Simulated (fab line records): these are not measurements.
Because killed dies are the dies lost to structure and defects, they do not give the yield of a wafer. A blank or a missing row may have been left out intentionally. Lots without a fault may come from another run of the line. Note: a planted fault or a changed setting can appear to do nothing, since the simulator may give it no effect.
Code-filled problem report in 8D (eight disciplines) form + flow n5 finfet + the parts of the form that need people (team, actions taken, sign-off) are left out

== 1. WHAT WENT WRONG ==
Wafers with no fault read 93.2 nm with a standard deviation of 1.5, whereas trench depth nm at N5_BEOL_M7_OCD_MEAS_38 reads a mean of 139.0 nm on 1 wafer of 1 lot. Relative to the usual mean, that is a shift of +31 standard deviations.
Earliest sighting: wafer L632.3 on ocd-02 at day 11 11:17. The record holds 26 wafers of 9 lots with a number at this step. Rule for "out", or "out of limits": more than 4 standard deviations from the usual mean. The other wafers with a number count as sound.

== 2. WHAT IT IS, AND WHAT IT ISN'T ==
| question                    | is                | is not                                                                                            |
|-----------------------------|-------------------|---------------------------------------------------------------------------------------------------|
| which readings at this step | trench depth nm   | -                                                                                                 |
| which lots                  | L632              | L624, L625, L636, L638, L640, L642, L643, L645                                                    |
| which wafers of those lots  | L632.3            | L632.5                                                                                            |
| read on which gauges        | ocd-02            | ocd-01                                                                                            |
| when                        | from day 11 11:17 | up to then (7 sound wafers); but 18 sound wafers of L636, L638, L640, L642, L643, L645 came after |

== 3. WHAT RULES OUT EACH SUSPECT ==
Counting: a tool at a process step up to the reading stays a suspect if it ran every lot that is out. Sound lots after the first of them don't rule it out here, since some wafers of a struck lot are sound.
- the gauge at N5_BEOL_M7_OCD_MEAS_38 is ruled out. All the wafers that are out were read on ocd-02, but those of them that N5_BEOL_M7_TRENCH_ETCH_37 has rows for are out there too, on other tools.
- rie diel-02 at N5_BEOL_M7_ETCH_65 (etches SiARC in CF4, target depth 15.6 nm, time 26 s): kept. The lot that is out, L632, ran on it at day 11 10:53; the last sound lot it ran before that was L624, at day 9 12:53.
- rie diel-02 at N5_BEOL_M7_TRENCH_ETCH_37 (etches SiCOH lowk in C4F6/O2, target depth 93.478 nm, time 31.2 s): kept. The lot that is out, L632, ran on it at day 11 11:07; the last sound lot it ran before that was L624, at day 9 13:13. Its own oes product au readings are out on those wafers.
- rie diel-02 at N5_BEOL_M7_ETCH_41 (etches SiCN in CH3F/O2, target depth 31.9 nm, time 57.8 s): kept. The lot that is out, L632, ran on it at day 11 11:17; the last sound lot it ran before that was L624, at day 9 13:26. Because N5_BEOL_M7_ETCH_41 lacks a start for some lots, the hours and order of its lots are taken from N5_BEOL_M7_OCD_MEAS_38.
- The sound lot-mates ran in chamber 1 of rie diel-02 at N5_BEOL_M7_ETCH_65, but the wafers that are out ran in chamber 0.
- The sound lot-mates ran in chamber 1 of rie diel-02 at N5_BEOL_M7_TRENCH_ETCH_37, but the wafers that are out ran in chamber 0.
- The sound lot-mates ran in chamber 1 of rie diel-02 at N5_BEOL_M7_ETCH_41, but the wafers that are out ran in chamber 0.
The count leaves rie diel-02 at N5_BEOL_M7_ETCH_65, rie diel-02 at N5_BEOL_M7_TRENCH_ETCH_37, and rie diel-02 at N5_BEOL_M7_ETCH_41.

== 4. THE CAUSE (what the simulator had put in) ==
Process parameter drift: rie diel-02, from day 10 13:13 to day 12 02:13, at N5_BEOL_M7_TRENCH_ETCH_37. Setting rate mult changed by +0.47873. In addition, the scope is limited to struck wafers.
After counting, 3 suspects remain, this tool included.

== 5. THE CHAIN OF EFFECTS, in route order ==
One row per reading whose mean, taken over the struck wafers that have a number, lies over 3 standard deviations from the usual. Only readings for which the record gives a usual standard deviation are gone through. hours: the time from each lot's start at the first step in this table that gives one to its start at this step, as a median over the lots. sigmas: the change in usual standard deviations.
| hours | step                      | reading         | usual        | on struck wafers | change | sigmas |
|-------|---------------------------|-----------------|--------------|------------------|--------|--------|
| 0     | N5_BEOL_M7_TRENCH_ETCH_37 | oes product au  | 0.81 a.u.    | 1.20             | +0.39  | +4.8   |
| 0     | N5_BEOL_M7_OCD_MEAS_38    | trench depth nm | 93.2 nm      | 139.0            | +45.8  | +31    |
| 3     | N5_BEOL_M7_THK_MEAS_53    | M7_THK          | 77.7 nm      | 122.8            | +45.1  | +24    |
| 3     | N5_BEOL_M7_RS_MEAS_57     | M7_RS           | 0.288 ohm/sq | 0.170            | -0.118 | -15    |
| 79    | N5_PASSIVATION_PROBE_49   | killed_at_M4_up | 15           | 35               | +20    | +3.3   |
The process steps in it:
- N5_BEOL_M7_TRENCH_ETCH_37: etches SiCOH lowk in C4F6/O2, target depth 93.478 nm, time 31.2 s.
- N5_PASSIVATION_PROBE_49

== 6. HOW IT WOULD HAVE BEEN CAUGHT EARLIER ==
Counted from the fault's start at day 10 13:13, it took 22 hours until the first out-of-limits reading at a measuring or inspecting step in this record, taken at day 11 11:17.
At N5_BEOL_M7_TRENCH_ETCH_37, the tool's own readings (oes product au) were out on each struck wafer the step has a row for, so an alarm limit on them would have fired on the first such wafer.
The start of N5_BEOL_M7_TRENCH_ETCH_37 on rie diel-02 came by day 11 11:17 for every one of the lots that are out (1). Had the tool been put on hold then, not one of them would have been saved.
